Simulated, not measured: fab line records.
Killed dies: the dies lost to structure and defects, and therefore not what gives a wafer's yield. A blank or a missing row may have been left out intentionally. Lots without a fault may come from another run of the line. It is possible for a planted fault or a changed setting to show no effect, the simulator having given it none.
Matching of chambers    flow n5-finfet    N5_HKMG_FIN_STRIP_92 on rie-diel-04: 4 sister chambers
The step strips SOC in N2/H2, time 20 s. 20 wafers are shown with their chamber, then 10 later ones without.

## WAFERS WITH THEIR CHAMBER
wafer   chamber  throttle-valve-pct (%)  showerhead-plenum-p-Torr (Torr)  oes-product-au (a.u.)
L076.1  0        18.6                    3.25                             0.80
L076.4  3        18.7                    3.55                             0.91
L076.5  2        19.2                    3.46                             0.71
L080.1  2        19.2                    3.46                             0.71
L080.2  0        18.5                    3.25                             0.80
L080.3  3        18.7                    3.55                             0.90
L080.4  2        19.2                    3.46                             0.71
L080.5  3        18.7                    3.55                             0.90
L080.6  0        18.6                    3.25                             0.79
L086.1  0        18.6                    3.24                             0.78
L086.3  3        18.7                    3.54                             0.87
L086.4  1        18.6                    3.26                             0.82
L089.1  2        19.2                    3.45                             0.70
L089.3  0        18.6                    3.24                             0.78
L089.5  1        18.6                    3.25                             0.81
L090.1  0        18.6                    3.24                             0.77
L090.2  1        18.6                    3.25                             0.80
L090.3  3        18.7                    3.54                             0.87
L092.1  0        18.6                    3.23                             0.76
L092.3  1        18.6                    3.25                             0.81

SIGNATURES, as means of the wafers listed above
reading                   chamber 0  chamber 1  chamber 2  chamber 3  scatter within a chamber
throttle-valve-pct        18.586     18.600     19.200     18.700     0.0231
showerhead-plenum-p-Torr  3.2429     3.2525     3.4575     3.5460     0.00619
oes-product-au            0.7829     0.8100     0.7075     0.8900     0.0137
Rule: a wafer's distance from a chamber is the root of the sum, over the readings, of the square of ((its reading less the chamber's mean) divided by the reading's scatter). The wafer belongs to the nearest chamber; if the next one is less than 2 further off, it can't be placed. The scatter: take each reading less its chamber's mean, square it, sum over the shown wafers, divide by the number of wafers less the number of chambers, and take the root.

## WAFERS WITH NO CHAMBER GIVEN
wafer   throttle-valve-pct (%)  showerhead-plenum-p-Torr (Torr)  oes-product-au (a.u.)
L092.4  18.7                    3.53                             0.86
L093.1  19.3                    3.44                             0.69
L093.4  18.7                    3.53                             0.86
L093.5  18.6                    3.23                             0.76
L095.2  19.3                    3.44                             0.69
L095.3  18.6                    3.25                             0.80
L095.5  18.8                    3.53                             0.86
L097.3  18.6                    3.24                             0.80
L097.5  18.6                    3.23                             0.76
L097.6  18.8                    3.53                             0.85

## EACH ONE'S CHAMBER
wafer   from the rows above      in truth
L092.4  3                        3
L093.1  2                        2
L093.4  3                        3
L093.5  0                        0
L095.2  2                        2
L095.3  can't be placed: 1 or 0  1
L095.5  3                        3
L097.3  can't be placed: 0 or 1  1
L097.5  0                        0
L097.6  3                        3
Placed correctly: 8 of 10. Can't be placed from these rows: 2 (the true chamber is among the candidates in 2). Number placed wrongly: 0.
